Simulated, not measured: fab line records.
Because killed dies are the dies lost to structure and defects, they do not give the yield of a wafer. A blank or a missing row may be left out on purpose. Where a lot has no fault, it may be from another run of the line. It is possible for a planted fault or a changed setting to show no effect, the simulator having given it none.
fab line records	flow n5_finfet
record: lots: 5	wafers: 14	last_day: 16
route steps=1938 shown BEOL_M0_CUTY@711 BEOL_M0@715 BEOL_M4@1111 PASSIVATION@1936
lots that met no fault: taken from a fault-free run of the same line
start_h: hours from the record's first day to the start of the lot's first wafer shown	wait_h: hours elapsed since this lot's preceding step	" repeats the value in the row above	L1.1+2: a single row standing in for several wafers	- either no value or no given start	* or withheld: withheld	< > ~ a bound
route shown NAME@n: names a module that has steps shown in the file, with the first one's number in the route	usual: the fault-free wafers' mean and standard deviation	same: alike in all rows	chamber/n: place in a boat	sites: each site's reading	_std_site: the values' standard deviation	_edge_site: inner sites' mean taken away from outer sites' mean	radius_mm: how far each site lies from the wafer's centre	mask NAME#n: copy n	behind: tool/chamber where the wafer was last shaped	hold: why the lot went on hold/how many hours it stayed there/how the hold came to an end	device: names the non-switching transistor (n, p or np)	end of line: the route-end tests of the same wafers	a step with no rows: only its recipe	killed: the dies lost at the first sort to structure and to defects; this is not the yield of the wafer	map: the dies of a wafer, with x for killed, . for not killed, _ for no die there
set.NAME: the setting as run; set.NAME@STEP: as run at that earlier step	model.NAME: the simulator's own value behind a step, which no gauge read
a table for each step, a row for each wafer; lots at some steps of the route
services: from which hour (start_h, from the record's first day; less than 0 if before it) a tool's chamber was out of use, for how many hours, and why
== steps ==
step: N5_BEOL_M0_CUTY_DESCUM_61
recipe: chemistry: O2	time_s: 7.9	source_power_w: 50	bias_power_w: 20	pressure_mtorr: 20	rf_frequency_hz: 2.712e+07	temp_c: 40	resist: CAR-ArF-block	o2_flow_sccm: 225
step: N5_BEOL_M0_CUTY_ETCH_62
recipe: chemistry: CF4	target: SiARC	mask_material: CAR-ArF-block	time_s: 58.5	ion_energy_ev: 80	pressure_mtorr: 40	source_w: 545	bias_w: 36	Ar_flow_sccm: 100	cf4_flow_sccm: 100	ends: cleared
step: N5_BEOL_M0_CUTY_ETCH_63
recipe: chemistry: N2/H2	target: SOC	target_depth_a: 827	overetch_a: 165	mask_material: SiARC	temp_c: 40	ion_energy_ev: 200	time_s: 124	pressure_mtorr: 30	source_w: 840	bias_w: 150	n2_flow_sccm: 200	h2_flow_sccm: 200
step: N5_BEOL_M0_CUTY_STRIP_64
recipe: chemistry: N2/H2	temp_c: 40	n2_flow_sccm: 200	h2_flow_sccm: 200	rf_frequency_hz: 6e+07
step: N5_BEOL_M0_ETCH_138
recipe: chemistry: CH3F/O2	target_depth_a: 120	target: SiCN	time_s: 31.6	ion_energy_ev: 120	pressure_mtorr: 30	source_w: 395	bias_w: 75	Ar_flow_sccm: 150	CH3F_flow_sccm: 30	O2_flow_sccm: 20	ends: cleared
step: N5_BEOL_M0_HM_OPEN_105
recipe: chemistry: Cl2/BCl3	target_depth_a: 120	target: TiN	ion_energy_ev: 150	pressure_mtorr: 10	icp_w: 1000	bias_w: 126	Cl2_flow_sccm: 53.25	bcl3_flow_sccm: 21.75	Ar_flow_sccm: 25
step: N5_BEOL_M0_STRIP_140
recipe: chemistry: CF4	resist: SiARC	power_w: 300	bias_power_w: 75	pressure_mtorr: 50	cf4_flow_sccm: 150	rf_frequency_hz: 6e+07
step: N5_BEOL_M0_STRIP_104
recipe: chemistry: N2/H2	power_w: 450	temp_c: 40	pressure_mtorr: 20	rf_frequency_hz: 6e+07	overash_fraction: 0.3	bias_power_w: 7	h2_frac: 0.5	n2_flow_sccm: 200	h2_flow_sccm: 200
step: N5_BEOL_M0_WET_ETCH_106
recipe: chemistry: DHF	dilution: 10:1	temp_c: 25	target: SiO2	target_depth_a: 1300	dry: ipa_marangoni	rinse_time_s: 30	rinse_temp_c: 23
step: N5_BEOL_M0_ETCH_128
recipe: chemistry: CF4/N2	target_depth_a: 120	overetch_a: 51	target: SiCN	time_s: 21.4	ion_energy_ev: 150	pressure_mtorr: 40	source_w: 430	bias_w: 70	Ar_flow_sccm: 100	cf4_flow_sccm: 60	n2_flow_sccm: 60
usual: bias_w: 70.00/0.21	cf4_flow_sccm: 59.98/0.18	drypump_motor_current_A: 5.7/0.5	oes_product_au: 0.57/0.054	rf_vpp_V: 381.7/1.6	showerhead_plenum_p_Torr: 2.19/0.049	throttle_valve_pct: 15.44/0.25
lot.wafer	tool	chamber	start_h	wait_h	bias_w	cf4_flow_sccm	drypump_motor_current_A	oes_product_au	rf_hours_counter_h	rf_vpp_V	showerhead_plenum_p_Torr	throttle_valve_pct	model.SiCN_of_BEOL_M0_SAQP_PECVD_03.thk_nm	model.TiN_of_BEOL_M0_SAQP_HM_DEP_02.thk_nm
L208.1	rie_diel-05	3	189.36	0.0	-	-	-	-	-	-	-	-	8.2	12.2
L208.4	"	1	"	"	-	-	-	-	-	-	-	-	8.6	12
L208.5	"	2	"	"	-	-	-	-	-	-	-	-	8.4	12.2
L209.1	rie_diel-04	1	192.52	0.0	-	-	-	-	-	-	-	-	8.4	12.2
L209.2	"	2	"	"	-	-	-	-	-	-	-	-	8.4	12
L209.4	"	0	"	"	-	-	-	-	-	-	-	-	8.8	12
L210.2	rie_diel-04	1	200.49	0.3	-	-	-	-	-	-	-	-	8.6	12.2
L210.3	"	3	"	"	-	-	-	-	-	-	-	-	8.4	11.8
L210.4	"	0	"	"	-	-	-	-	-	-	-	-	8.6	11.8
L214.4	rie_diel-04	1	220.89	0.0	69.87	60.07	5.5	0.59	68	383.8	2.24	15.49	0	11.2
L214.5	"	3	"	"	69.87	60.02	6.0	0.62	-	381.0	2.16	15.15	0	11.2
L215.1	rie_diel-05	1	227.28	0.0	69.90	59.94	5.8	0.56	70	380.5	2.13	15.35	0	11
L215.5	"	0	"	"	70.04	59.90	5.1	0.56	-	380.4	2.16	15.33	0	10.4
L215.6	"	3	"	"	69.97	59.70	5.0	0.62	-	381.1	2.18	15.35	0	11
step: N5_BEOL_M0_TRENCH_ETCH_107
recipe: chemistry: C4F6/O2	target_depth_a: 328	target: SiOC	time_s: 16.4	ion_energy_ev: 250	pressure_mtorr: 30	source_w: 355	bias_w: 185	Ar_flow_sccm: 300	C4F6_flow_sccm: 10	O2_flow_sccm: 10
usual: C4F6_flow_sccm: 9.997/0.029	O2_flow_sccm: 9.999/0.029	drypump_motor_current_A: 5.7/0.5	oes_ar_750_au: 0.83/0.077	oes_product_au: 0.83/0.086	rf_vpp_V: 663/22	showerhead_plenum_p_Torr: 2.83/0.072	throttle_valve_pct: 20.93/0.26
lot.wafer	tool	chamber	start_h	wait_h	C4F6_flow_sccm	O2_flow_sccm	drypump_motor_current_A	oes_ar_750_au	oes_product_au	rf_hours_counter_h	rf_vpp_V	showerhead_plenum_p_Torr	throttle_valve_pct	model.TiN_of_BEOL_M0_SAQP_HM_DEP_02.thk_nm
L208.1	rie_diel-05	3	189.40	0.0	9.941	9.982	5.0	0.89	0.92	28	661	2.82	20.90	11
L208.4	"	1	"	"	9.968	9.946	5.8	0.83	0.86	56	686	2.77	20.82	10.8
L208.5	"	2	"	"	10.005	9.976	6.7	0.71	0.70	-	649	2.80	21.22	11
L209.1	rie_diel-04	1	192.56	0.0	10.014	10.020	5.4	0.85	0.85	57	624	2.92	21.03	10.8
L209.2	"	2	"	"	9.992	9.983	5.3	0.92	0.91	21	679	2.80	20.65	10.6
L209.4	"	0	"	"	10.016	10.051	5.9	0.76	0.77	128	642	2.72	20.68	10.8
L210.2	rie_diel-04	1	200.53	0.0	10.016	10.023	5.4	0.85	0.84	60	624	2.92	21.02	10.8
L210.3	"	3	"	"	10.010	9.994	6.0	0.92	0.92	30	687	2.79	20.61	10.4
L210.4	"	0	"	"	9.922	10.028	5.9	0.77	0.77	132	642	2.72	20.66	10.6
L214.4	rie_diel-04	1	220.93	0.0	9.995	10.007	5.4	0.84	0.83	68	624	2.92	21.05	10
L214.5	"	3	"	"	10.006	10.034	6.0	0.89	0.91	-	686	2.78	20.62	9.8
L215.1	rie_diel-05	1	227.33	0.0	9.999	10.010	5.8	0.82	0.84	70	685	2.77	20.84	9.6
L215.5	"	0	"	"	9.975	10.048	5.1	0.83	0.84	-	668	2.80	20.99	9.2
L215.6	"	3	"	"	10.006	10.000	5.0	0.87	0.90	-	661	2.81	20.90	9.6
step: N5_BEOL_M0_STRIP_142
recipe: chemistry: N2/H2	time_s: 10	power_w: 450	temp_c: 40	pressure_mtorr: 20	rf_frequency_hz: 6e+07	bias_power_w: 7	n2_flow_sccm: 200	h2_flow_sccm: 200
step: N5_BEOL_M4_RC_MEAS_101
usual: DIBL_N: 36.0/1.9	DIBL_P: 35.6/2.4	IOFF_N: 0.16/0.036	IOFF_P: 0.21/0.04	ION_N: 673/14	ION_P: 460/8.9	SS_N: 71.5/0.67	SS_P: 73.2/0.73	VT_N: 249/3.6	VT_P: -250/3.7
lot.wafer	tool	chamber	start_h	wait_h	DIBL_N[mV/V]	DIBL_P[mV/V]	IOFF_N[nA/um]	IOFF_P[nA/um]	ION_N[uA/um]	ION_P[uA/um]	SS_N[mV/dec]	SS_P[mV/dec]	VT_N[mV]	VT_P[mV]
L215.1	prober-02	0	276.05	0.0	36.6	35.9	0.16	0.20	647	445	72.7	73.7	253	-256
L215.5	"	0	"	"	34.3	35.3	0.13	0.18	679	460	70.9	72.6	252	-252
L215.6	"	0	"	"	34.0	33.4	0.13	0.17	678	466	71.1	72.8	252	-253
L214.4	prober-02	0	281.83	0.5	35.1	34.8	0.15	0.21	665	453	71.4	73.8	251	-249
L214.5	"	0	"	"	40.8	42.4	0.30	0.37	708	474	73.0	75.8	241	-242
step: N5_PASSIVATION_PROBE_49
usual: defect_limited_yield: 91.2/1.4	killed_at_M0_to_M3: 32/9.3	killed_at_M4_up: 14/4.9	killed_at_contacts: 15/7.5	killed_at_front_end: 40/11	killed_at_other: 4/3.3	killed_dies: 104/17	killed_on_rim: 13/4.2	killed_open: 68/14	killed_short: 33/7.9	sort_bin_5_function: 5.2/0.99	sort_bin_6_memory: 3.2/0.65	sort_n_pass: 1076/17	sort_yield_pct: 91.1/1.5
same: gross_dies: 1180	killed_at_back_side: 0	sort_bin_4_leakage[%]: 0	sort_bin_8_speed[%]: 0
lot.wafer	tool	chamber	start_h	wait_h	defect_limited_yield[%]	killed_at_M0_to_M3	killed_at_M4_up	killed_at_contacts	killed_at_front_end	killed_at_other	killed_dies	killed_on_rim	killed_open	killed_short	sort_bin_5_function[%]	sort_bin_6_memory[%]	sort_n_pass	sort_yield_pct[%]
L208.1	prober-01	-	324.06	0.0	0	1107	23	7	40	3	1180	152	73	28	96.9	3.0	0	0
L208.4	prober-01	-	324.21	0.2	0	1088	23	14	53	2	1180	152	73	40	96.6	3.0	0	0
L208.5	prober-01	-	324.26	0.2	0	1098	9	12	61	0	1180	152	78	39	96.2	3.3	0	0
L209.1	prober-02	-	346.06	0.0	0	1080	16	20	54	10	1180	152	83	41	95.5	3.9	0	0
L209.2	prober-02	-	346.11	0.1	0	1100	12	30	33	5	1180	152	97	32	95.0	4.6	0	0
L209.4	prober-02	-	346.21	0.2	0	1076	25	23	52	4	1180	152	107	44	94.2	5.3	0	0
L210.2	prober-01	-	356.37	0.1	0	1102	13	15	48	2	1180	152	97	32	95.8	3.7	0	0
L210.3	prober-01	-	356.42	0.1	0	1114	12	6	46	2	1180	152	57	36	97.0	2.6	0	0
L210.4	prober-01	-	356.47	0.2	0	1132	16	10	21	1	1180	152	49	23	97.6	2.3	0	0
L214.4	prober-02	-	378.57	0.2	91.2	33	9	12	46	4	104	9	66	36	5.1	3.4	1076	91.2
L214.5	prober-02	-	378.62	0.2	89.4	39	9	18	58	1	125	19	89	36	6.1	4.0	1055	89.4
killed by level:class
L208.1 BEOL_M0:area_etch=1076 BEOL_M4:geometric_particle:open=14 STI_FIN_REVEAL:geometric_particle:open=9 BEOL_M3:geometric_particle:open=8 FIN_SAQP:geometric_particle:short=7 MOL_CONTACT_COAG:geometric_particle:open=7 FIN_SAQP:geometric_particle:open=6 BEOL_M0_SAQP:geometric_particle:short=6
L208.4 BEOL_M0:area_etch=1066 FIN_SAQP:geometric_particle:short=18 FIN_SAQP:geometric_particle:open=12 MOL_CONTACT_COAG:geometric_particle:open=12 BEOL_M4:geometric_particle:open=11 BEOL_M3:geometric_particle:open=8 BEOL_M4:geometric_particle:short=5 BEOL_M2:geometric_particle:open=4
L208.5 BEOL_M0:area_etch=1062 FIN_SAQP:geometric_particle:open=12 MOL_CONTACT_COAG:geometric_particle:open=9 BEOL_M0_SAQP:geometric_particle:open=9 FIN_SAQP:geometric_particle:short=7 BEOL_M0:geometric_particle:open=7 SPACER0:geometric_particle:open=6 STI_FIN_REVEAL:geometric_particle:open=6
L209.1 BEOL_M0:area_etch=1053 MOL_CONTACT_COAG:geometric_particle:open=16 FIN_SAQP:geometric_particle:open=10 STI_FIN_REVEAL:geometric_particle:open=10 BEOL_M4:geometric_particle:open=10 GATE_CUT:geometric_particle:short=9 STI_FIN_REVEAL:geometric_particle:short=7 BEOL_M0_SAQP:geometric_particle:open=6
L209.2 BEOL_M0:area_etch=1051 MOL_CONTACT_COAG:geometric_particle:open=26 STI_FIN_REVEAL:geometric_particle:open=17 BEOL_M0_SAQP:geometric_particle:open=14 BEOL_M0:geometric_particle:open=8 BEOL_M0_SAQP:geometric_particle:short=7 GATE_CUT:geometric_particle:open=5 BEOL_M2:geometric_particle:short=5
L209.4 BEOL_M0:area_etch=1029 MOL_CONTACT_COAG:geometric_particle:open=17 BEOL_M3:geometric_particle:open=13 BEOL_M4:geometric_particle:open=12 STI_FIN_REVEAL:geometric_particle:open=11 BEOL_M2:geometric_particle:open=10 FIN_SAQP:geometric_particle:open=7 BEOL_M0_SAQP:geometric_particle:short=7
L210.2 BEOL_M0:area_etch=1050 BEOL_M1:geometric_particle:open=15 STI_FIN_REVEAL:geometric_particle:open=13 MOL_CONTACT_COAG:geometric_particle:open=12 BEOL_M0_SAQP:geometric_particle:short=11 BEOL_M4:geometric_particle:open=10 BEOL_M0_SAQP:geometric_particle:open=8 BEOL_M3:geometric_particle:open=6
L210.3 BEOL_M0:area_etch=1086 STI_FIN_REVEAL:geometric_particle:open=17 BEOL_M1:geometric_particle:open=7 BEOL_M0_SAQP:geometric_particle:short=6 FIN_SAQP:geometric_particle:open=5 STI_FIN_REVEAL:geometric_particle:short=5 MOL_CONTACT_COAG:geometric_particle:open=5 BEOL_M0_SAQP:geometric_particle:open=5
L210.4 BEOL_M0:area_etch=1108 MOL_CONTACT_COAG:geometric_particle:open=8 DUMMY_GATE:geometric_particle:open=7 BEOL_M4:geometric_particle:open=6 BEOL_M1:geometric_particle:open=6 BEOL_M3:geometric_particle:open=6 BEOL_M0_SAQP:geometric_particle:open=5 FIN_SAQP:geometric_particle:short=4
L214.4 DUMMY_GATE:geometric_particle:open=9 FIN_SAQP:geometric_particle:open=8 MOL_CONTACT_COAG:geometric_particle:open=8 STI_FIN_REVEAL:geometric_particle:open=7 BEOL_M0_SAQP:geometric_particle:short=7 BEOL_M2:geometric_particle:open=7 BEOL_M0_SAQP:geometric_particle:open=6 BEOL_M1:geometric_particle:open=6
L214.5 MOL_CONTACT_COAG:geometric_particle:open=15 STI_FIN_REVEAL:geometric_particle:open=14 DUMMY_GATE:geometric_particle:open=9 BEOL_M0_SAQP:geometric_particle:open=9 BEOL_M2:geometric_particle:open=8 BEOL_M1:geometric_particle:open=7 FIN_SAQP:geometric_particle:open=5 GATE_CUT:geometric_particle:short=5
map L208.1 (x killed, . not)
_________________xxxxxxxxxxxx________________
______________xxxxxxxxxxxxxxxxxx_____________
___________xxxxxxxxxxxxxxxxxxxxxxxx__________
__________xxxxxxxxxxxxxxxxxxxxxxxxxx_________
________xxxxxxxxxxxxxxxxxxxxxxxxxxxxxx_______
_______xxxxxxxxxxxxxxxxxxxxxxxxxxxxxxxx______
______xxxxxxxxxxxxxxxxxxxxxxxxxxxxxxxxxx_____
_____xxxxxxxxxxxxxxxxxxxxxxxxxxxxxxxxxxxx____
____xxxxxxxxxxxxxxxxxxxxxxxxxxxxxxxxxxxxxx___
___xxxxxxxxxxxxxxxxxxxxxxxxxxxxxxxxxxxxxxxx__
___xxxxxxxxxxxxxxxxxxxxxxxxxxxxxxxxxxxxxxxx__
__xxxxxxxxxxxxxxxxxxxxxxxxxxxxxxxxxxxxxxxxxx_
__xxxxxxxxxxxxxxxxxxxxxxxxxxxxxxxxxxxxxxxxxx_
_xxxxxxxxxxxxxxxxxxxxxxxxxxxxxxxxxxxxxxxxxxxx
_xxxxxxxxxxxxxxxxxxxxxxxxxxxxxxxxxxxxxxxxxxxx
_xxxxxxxxxxxxxxxxxxxxxxxxxxxxxxxxxxxxxxxxxxxx
_xxxxxxxxxxxxxxxxxxxxxxxxxxxxxxxxxxxxxxxxxxxx
_xxxxxxxxxxxxxxxxxxxxxxxxxxxxxxxxxxxxxxxxxxxx
_xxxxxxxxxxxxxxxxxxxxxxxxxxxxxxxxxxxxxxxxxxxx
_xxxxxxxxxxxxxxxxxxxxxxxxxxxxxxxxxxxxxxxxxxxx
_xxxxxxxxxxxxxxxxxxxxxxxxxxxxxxxxxxxxxxxxxxxx
__xxxxxxxxxxxxxxxxxxxxxxxxxxxxxxxxxxxxxxxxxx_
__xxxxxxxxxxxxxxxxxxxxxxxxxxxxxxxxxxxxxxxxxx_
___xxxxxxxxxxxxxxxxxxxxxxxxxxxxxxxxxxxxxxxx__
___xxxxxxxxxxxxxxxxxxxxxxxxxxxxxxxxxxxxxxxx__
____xxxxxxxxxxxxxxxxxxxxxxxxxxxxxxxxxxxxxx___
_____xxxxxxxxxxxxxxxxxxxxxxxxxxxxxxxxxxxx____
______xxxxxxxxxxxxxxxxxxxxxxxxxxxxxxxxxx_____
_______xxxxxxxxxxxxxxxxxxxxxxxxxxxxxxxx______
________xxxxxxxxxxxxxxxxxxxxxxxxxxxxxx_______
__________xxxxxxxxxxxxxxxxxxxxxxxxxx_________
___________xxxxxxxxxxxxxxxxxxxxxxxx__________
______________xxxxxxxxxxxxxxxxxx_____________
_________________xxxxxxxxxxxx________________
map L209.1 (x killed, . not)
_________________xxxxxxxxxxxx________________
______________xxxxxxxxxxxxxxxxxx_____________
___________xxxxxxxxxxxxxxxxxxxxxxxx__________
__________xxxxxxxxxxxxxxxxxxxxxxxxxx_________
________xxxxxxxxxxxxxxxxxxxxxxxxxxxxxx_______
_______xxxxxxxxxxxxxxxxxxxxxxxxxxxxxxxx______
______xxxxxxxxxxxxxxxxxxxxxxxxxxxxxxxxxx_____
_____xxxxxxxxxxxxxxxxxxxxxxxxxxxxxxxxxxxx____
____xxxxxxxxxxxxxxxxxxxxxxxxxxxxxxxxxxxxxx___
___xxxxxxxxxxxxxxxxxxxxxxxxxxxxxxxxxxxxxxxx__
___xxxxxxxxxxxxxxxxxxxxxxxxxxxxxxxxxxxxxxxx__
__xxxxxxxxxxxxxxxxxxxxxxxxxxxxxxxxxxxxxxxxxx_
__xxxxxxxxxxxxxxxxxxxxxxxxxxxxxxxxxxxxxxxxxx_
_xxxxxxxxxxxxxxxxxxxxxxxxxxxxxxxxxxxxxxxxxxxx
_xxxxxxxxxxxxxxxxxxxxxxxxxxxxxxxxxxxxxxxxxxxx
_xxxxxxxxxxxxxxxxxxxxxxxxxxxxxxxxxxxxxxxxxxxx
_xxxxxxxxxxxxxxxxxxxxxxxxxxxxxxxxxxxxxxxxxxxx
_xxxxxxxxxxxxxxxxxxxxxxxxxxxxxxxxxxxxxxxxxxxx
_xxxxxxxxxxxxxxxxxxxxxxxxxxxxxxxxxxxxxxxxxxxx
_xxxxxxxxxxxxxxxxxxxxxxxxxxxxxxxxxxxxxxxxxxxx
_xxxxxxxxxxxxxxxxxxxxxxxxxxxxxxxxxxxxxxxxxxxx
__xxxxxxxxxxxxxxxxxxxxxxxxxxxxxxxxxxxxxxxxxx_
__xxxxxxxxxxxxxxxxxxxxxxxxxxxxxxxxxxxxxxxxxx_
___xxxxxxxxxxxxxxxxxxxxxxxxxxxxxxxxxxxxxxxx__
___xxxxxxxxxxxxxxxxxxxxxxxxxxxxxxxxxxxxxxxx__
____xxxxxxxxxxxxxxxxxxxxxxxxxxxxxxxxxxxxxx___
_____xxxxxxxxxxxxxxxxxxxxxxxxxxxxxxxxxxxx____
______xxxxxxxxxxxxxxxxxxxxxxxxxxxxxxxxxx_____
_______xxxxxxxxxxxxxxxxxxxxxxxxxxxxxxxx______
________xxxxxxxxxxxxxxxxxxxxxxxxxxxxxx_______
__________xxxxxxxxxxxxxxxxxxxxxxxxxx_________
___________xxxxxxxxxxxxxxxxxxxxxxxx__________
______________xxxxxxxxxxxxxxxxxx_____________
_________________xxxxxxxxxxxx________________
== services ==
tool	chamber	start_h	hours	kind
rie_diel-04	2	172.28	4.3	repair
rie_diel-05	0	185.05	3.2	repair
rie_diel-04	-	190.71	1.6	repair
== key ==
first_sign: step: N5_BEOL_M0_ETCH_128	reading: tool_record	direction: missing
effect: step: N5_PASSIVATION_PROBE_49	reading: killed_at_M0_to_M3	direction: up	sigmas: 99+	usual: 32	struck: 1100
model_effect: step: N5_BEOL_M0_ETCH_128	value: SiCN_of_BEOL_M0_SAQP_PECVD_03.thk_nm	without: 0	struck: 8.489
model_effect: step: N5_BEOL_M0_TRENCH_ETCH_107	value: TiN_of_BEOL_M0_SAQP_HM_DEP_02.thk_nm	without: 9.644	struck: 10.76
more_kills_born_at: N5_BEOL_M0_ETCH_128@rie_diel-04: 6377	N5_BEOL_M0_ETCH_128@rie_diel-05: 3204
met_at N5_BEOL_M0_ETCH_128
struck_wafers L208.1,L208.4,L208.5,L209.1,L209.2,L209.4,L210.2,L210.3,L210.4
later_rows_left_out L208.1,L208.4,L208.5,L209.1,L209.2,L209.4,L210.2,L210.3,L210.4
fault: kind: skipped_step_whole	tool: rie_diel-04,rie_diel-05	chamber: -	onset_h: 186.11	steps: N5_BEOL_M0_ETCH_128	scope: struck_lots_only
later_rows_left_out: the simulator's readings of these wafers behind a module that went badly wrong aren't trusted and aren't shown, but for the sort
